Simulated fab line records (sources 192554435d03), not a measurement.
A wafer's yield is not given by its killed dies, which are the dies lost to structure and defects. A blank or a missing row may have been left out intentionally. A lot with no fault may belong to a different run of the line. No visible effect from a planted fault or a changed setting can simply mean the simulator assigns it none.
Chamber matching -- flow n5Finfet -- 4 sister chambers for N5_BEOL_M4_ETCH_77 on rieDiel-01
The step etches underlayer in N2/H2, target depth 6.5 nm, time 5.2 s. 16 wafers are shown with their chamber, then 8 later ones without.

## WAFERS, EACH WITH ITS CHAMBER
wafer,chamber,showerheadPlenumPTorr (Torr),drypumpMotorCurrentA (A),oesProductAu (a.u.)
L074.3,0,2.71,6.2,0.69
L074.4,2,2.53,5.6,0.62
L074.5,3,2.52,6.5,0.61
L075.1,2,2.53,5.5,0.62
L075.4,2,2.53,5.6,0.63
L075.5,3,2.52,6.4,0.61
L077.2,2,2.53,5.6,0.62
L077.3,0,2.71,6.2,0.67
L077.6,0,2.71,6.2,0.68
L082.1,2,2.53,5.5,0.61
L082.3,1,2.49,6.0,0.80
L082.6,0,2.70,6.2,0.68
L088.1,0,2.69,6.2,0.66
L088.5,3,2.51,6.4,0.59
L088.6,0,2.69,6.2,0.66
L092.3,0,2.69,6.2,0.65

SIGNATURES (means of the wafers above)
reading,chamber 0,chamber 1,chamber 2,chamber 3,scatter within a chamber
showerheadPlenumPTorr,2.7000,2.4900,2.5300,2.5167,0.00745
drypumpMotorCurrentA,6.200,6.000,5.560,6.433,0.0394
oesProductAu,0.6700,0.8000,0.6200,0.6033,0.0118
Rule: a wafer lies at a distance from a chamber equal to the root of the sum of squares, over the readings, of (its reading less the chamber's mean, divided by the reading's scatter). The wafer belongs to the nearest chamber; if the next one is less than 2 further off, it can't be placed. The scatter is the square root of a quotient: the sum, over the shown wafers, of each reading's squared deviation from its chamber's mean, divided by wafers minus chambers.

## WAFERS WITHOUT THEIR CHAMBER
wafer,showerheadPlenumPTorr (Torr),drypumpMotorCurrentA (A),oesProductAu (a.u.)
L092.5,2.52,5.6,0.60
L092.6,2.51,6.4,0.58
L095.1,2.52,5.6,0.58
L095.3,2.69,6.3,0.65
L095.6,2.52,5.5,0.60
L096.1,2.69,6.2,0.65
L096.5,2.69,6.2,0.65
L096.6,2.50,6.4,0.57

## WHICH CHAMBER EACH ONE RAN IN
wafer,from the rows above,in truth
L092.5,2,2
L092.6,3,3
L095.1,2,2
L095.3,0,0
L095.6,2,2
L096.1,0,0
L096.5,0,0
L096.6,3,3
Correctly placed: 8 of 8. From these rows, 0 cannot be placed. 0 placed wrongly.
